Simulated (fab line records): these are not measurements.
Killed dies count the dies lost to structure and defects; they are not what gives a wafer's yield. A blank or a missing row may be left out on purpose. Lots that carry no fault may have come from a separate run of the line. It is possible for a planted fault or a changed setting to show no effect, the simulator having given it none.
Chamber matching || flow nand_harc || 4 sister chambers for NHARC_A_STAIRCASE_CMP_450 on cmp-03
The step polishes SiO2, target thk 200 nm. 4 wafers are shown with their chamber, then 7 later ones without.

EACH WAFER AND ITS CHAMBER
{"wafer": "L089.3", "chamber": 1, "motor_current_A (A)": 10.8}
{"wafer": "L089.4", "chamber": 3, "motor_current_A (A)": 12.9}
{"wafer": "L087.1", "chamber": 0, "motor_current_A (A)": 11.1}
{"wafer": "L087.2", "chamber": 2, "motor_current_A (A)": 12.2}

WAFERS WITHOUT THEIR CHAMBER
{"wafer": "L087.3", "motor_current_A (A)": 12.4}
{"wafer": "L087.4", "motor_current_A (A)": 12.7}
{"wafer": "L087.5", "motor_current_A (A)": 12.6}
{"wafer": "L087.6", "motor_current_A (A)": 11.9}
{"wafer": "L093.4", "motor_current_A (A)": 12.7}
{"wafer": "L093.5", "motor_current_A (A)": 11.2}
{"wafer": "L093.6", "motor_current_A (A)": 12.4}

WHICH CHAMBER EACH ONE RAN IN
{"wafer": "L087.3", "from the rows above": "can't be placed: 2 or 3", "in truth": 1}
{"wafer": "L087.4", "from the rows above": "can't be placed: 3 or 2", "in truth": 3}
{"wafer": "L087.5", "from the rows above": "can't be placed: 3 or 2", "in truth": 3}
{"wafer": "L087.6", "from the rows above": 2, "in truth": 2}
{"wafer": "L093.4", "from the rows above": "can't be placed: 3 or 2", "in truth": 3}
{"wafer": "L093.5", "from the rows above": "can't be placed: 0 or 1", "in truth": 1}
{"wafer": "L093.6", "from the rows above": "can't be placed: 2 or 3", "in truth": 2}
1 of 7 placed correctly. From these rows, 6 cannot be placed; in 5 the true chamber is one of the candidates. Placed wrongly: 0.
How it was worked out, from the rows above alone: a wafer's distance from a chamber is the root of the sum, over the readings, of the square of ((its reading less the chamber's mean) divided by the reading's scatter). If the next closest chamber is less than 2 further off than the closest, the wafer can't be placed; otherwise it belongs to the closest. A chamber's mean is the mean of its shown wafers. The scatter (one wafer shown for each chamber): square how far every hidden wafer sits from the nearest shown wafer, average those squares and take the square root.
